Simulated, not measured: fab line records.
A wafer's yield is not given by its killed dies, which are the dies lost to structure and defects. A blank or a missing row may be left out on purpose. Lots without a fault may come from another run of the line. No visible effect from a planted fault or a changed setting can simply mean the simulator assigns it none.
Chamber matching || flow nand_harc || NHARC_A_STAIRCASE_ETCH_253 on rie_diel-13 has 4 sister chambers
The step etches the open film in C4F8/O2, target depth 50 nm, time 20.2 s. 4 wafers are shown with their chamber, then 8 later ones without.

## WAFERS, EACH WITH ITS CHAMBER
{"wafer": "L080.5", "chamber": 1, "rf_vpp_V (V)": 892}
{"wafer": "L084.5", "chamber": 3, "rf_vpp_V (V)": 905}
{"wafer": "L084.6", "chamber": 2, "rf_vpp_V (V)": 893}
{"wafer": "L086.2", "chamber": 0, "rf_vpp_V (V)": 891}

## WAFERS WITH NO CHAMBER GIVEN
{"wafer": "L086.3", "rf_vpp_V (V)": 890}
{"wafer": "L086.6", "rf_vpp_V (V)": 905}
{"wafer": "L091.2", "rf_vpp_V (V)": 894}
{"wafer": "L091.3", "rf_vpp_V (V)": 904}
{"wafer": "L091.6", "rf_vpp_V (V)": 903}
{"wafer": "L095.1", "rf_vpp_V (V)": 904}
{"wafer": "L095.4", "rf_vpp_V (V)": 891}
{"wafer": "L095.5", "rf_vpp_V (V)": 890}

## WHICH CHAMBER EACH ONE RAN IN
{"wafer": "L086.3", "from the rows above": "can't be placed: 0 or 1 or 2", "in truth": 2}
{"wafer": "L086.6", "from the rows above": 3, "in truth": 3}
{"wafer": "L091.2", "from the rows above": "can't be placed: 2 or 1 or 0", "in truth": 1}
{"wafer": "L091.3", "from the rows above": 3, "in truth": 3}
{"wafer": "L091.6", "from the rows above": 3, "in truth": 3}
{"wafer": "L095.1", "from the rows above": 3, "in truth": 3}
{"wafer": "L095.4", "from the rows above": "can't be placed: 0 or 1 or 2", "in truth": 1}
{"wafer": "L095.5", "from the rows above": "can't be placed: 0 or 1 or 2", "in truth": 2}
Placed correctly: 4 of 8. Can't be placed from these rows: 4 (the true chamber is among the candidates in 4). Wrongly placed: 0.
How it was worked out, from the rows above alone: a wafer's distance from a chamber is the root of the sum, over the readings, of the square of ((its reading less the chamber's mean) divided by the reading's scatter). The wafer belongs to the nearest chamber; if the next one is less than 2 further off, it can't be placed. The mean given for a chamber averages the wafers shown for that chamber. The scatter (one wafer shown for each chamber): square how far every hidden wafer sits from the nearest shown wafer, average those squares and take the square root.
